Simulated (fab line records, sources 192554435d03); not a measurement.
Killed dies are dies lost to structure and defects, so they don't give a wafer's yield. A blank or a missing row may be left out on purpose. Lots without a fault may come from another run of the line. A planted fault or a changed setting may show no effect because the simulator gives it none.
A struck lot beside a sound one | flow n5_finfet | 29 steps out of a route of 1938
Sound: wafers L858.1, L858.3, L858.6. Struck: wafers L857.2, L857.5, L857.6. The cause comes at the end.
At each step with rows: each side's tool, then ch and its chambers, then its first start. Under that, the readings that differ: sound wafers | struck wafers | difference of the means | sigmas: that difference in standard deviations of wafers without a fault.
alike: readings whose means differ by less than 2 such deviations, and words and numbers that are the same on both sides. not compared: withheld readings, readings that some wafer has no value for, bounds like >300 that may hide the same value, and numbers for which the record gives no deviation and whose values overlap.
The two part at a step that has a row with sigmas, a row that says differs or no value, or rows on one side only. Numbers that don't overlap but have no deviation are shown without sigmas and don't part them. A reading that every wafer of one side lacks parts them only if that side has two wafers or more.

first, 11 steps without rows for these wafers: N5_BEOL_M3_SPUTTER_92 (material Cu, target thk 4.5 nm, time 8.29 s); N5_BEOL_M3_ANNEAL_93 (time 240 s); N5_BEOL_M3_SPUTTER_94 (material Cu, target thk 4.5 nm, time 8.29 s); N5_BEOL_M3_ANNEAL_95 (time 240 s); N5_BEOL_M3_SPUTTER_96 (material Cu, target thk 4.5 nm, time 8.29 s); N5_BEOL_M3_ECD_50 (material Cu, target thk 300 nm); N5_BEOL_M3_ANNEAL_51 (time 90 s); N5_BEOL_M3_CMP_52 (polishes, stops on SiOC, t overpolish 6.8 s, target thk 40 nm); N5_BEOL_M3_PRE_CLEAN_60 (time 15 s); N5_BEOL_M3_CO_CAP_55 (material Co, precursor CCTBA/H2, target thk 2 nm, time 102.1 s); N5_BEOL_M3_PRE_CLEAN_56 (time 15 s).
N5_BEOL_M3_DEP_57: deposits SiCN from 3MS/NH3, target thk 8 nm, time 14 s.
  sound on pecvd-01 ch 1,2, day 13 11:38; struck on pecvd-02 ch 0,1,2, day 13 07:12
  alike: showerhead_plenum_p_Torr, showerhead_vpp_V, throttle_valve_pct
N5_BEOL_M3_INSPECT_59: inspects for defects (darkfield).
  sound on defect_inspect-02, day 13 11:44; struck on defect_inspect-01, day 13 07:17
  reading          | sound    | struck         | difference | sigmas
  raw_defect_count | 52 53 77 | 1157 1046 1073 | +1031      | +45
then, 12 steps without rows for these wafers: N5_BEOL_M4_ILD_DEP_00 (deposits SiOC from DEMS/O2, target thk 79 nm, time 15.3 s); N5_BEOL_M4_PECVD_72 (deposits SiO2 from TEOS/O2, target thk 16 nm, time 18 s); N5_BEOL_M4_HM_DEP_02 (deposits TiN, target thk 20 nm); N5_BEOL_M4_COAT_61 (time 60 s, resist thk 60 nm); N5_BEOL_M4_COAT_62 (time 60 s, resist thk 12 nm); N5_BEOL_M4_COAT_73 (time 60 s, resist thk 5 nm); N5_BEOL_M4_COAT_05 (resist thk 30 nm); N5_BEOL_M4_EBR_07; N5_BEOL_M4_SOFTBAKE_06 (time 60 s); N5_BEOL_M4_EXPOSE_08 (exposes mask M4); N5_BEOL_M4_PEB_09 (peb time 60 s); N5_BEOL_M4_DEVELOP_10 (develop time 30 s).
N5_BEOL_M4_INSPECT_13: inspects for defects (brightfield).
  sound on defect_inspect-01, day 13 12:32; struck on defect_inspect-01, day 13 08:33
  reading          | sound       | struck         | difference | sigmas
  raw_defect_count | 378 510 531 | 1711 1504 1720 | +1172      | +11
then, 1 step without rows for these wafers: N5_BEOL_M4_DESCUM_16 (chemistry O2, time 7 s).
N5_BEOL_M4_RC_MEAS_101:
  sound on prober-01 ch 0, day 13 21:56; struck on prober-01 ch 0, day 13 14:17
  alike: DIBL_N, DIBL_P, IOFF_N, IOFF_P, ION_N, ION_P, SS_N, SS_P, VT_N, VT_P
-- the record jumps here: 4 days lie between the struck wafers' starts before and after (it left off in module BEOL_M4 and takes up again in module PASSIVATION, whose first step shown is number 1936 of the route) --
N5_PASSIVATION_PROBE_49:
  the record has rows for the struck wafers here (prober-02, day 17 23:25) and none for the sound ones

WHERE THEY PART
First at N5_BEOL_M3_INSPECT_59; last, within this record, at N5_PASSIVATION_PROBE_49.

WHY: what the simulator had put in
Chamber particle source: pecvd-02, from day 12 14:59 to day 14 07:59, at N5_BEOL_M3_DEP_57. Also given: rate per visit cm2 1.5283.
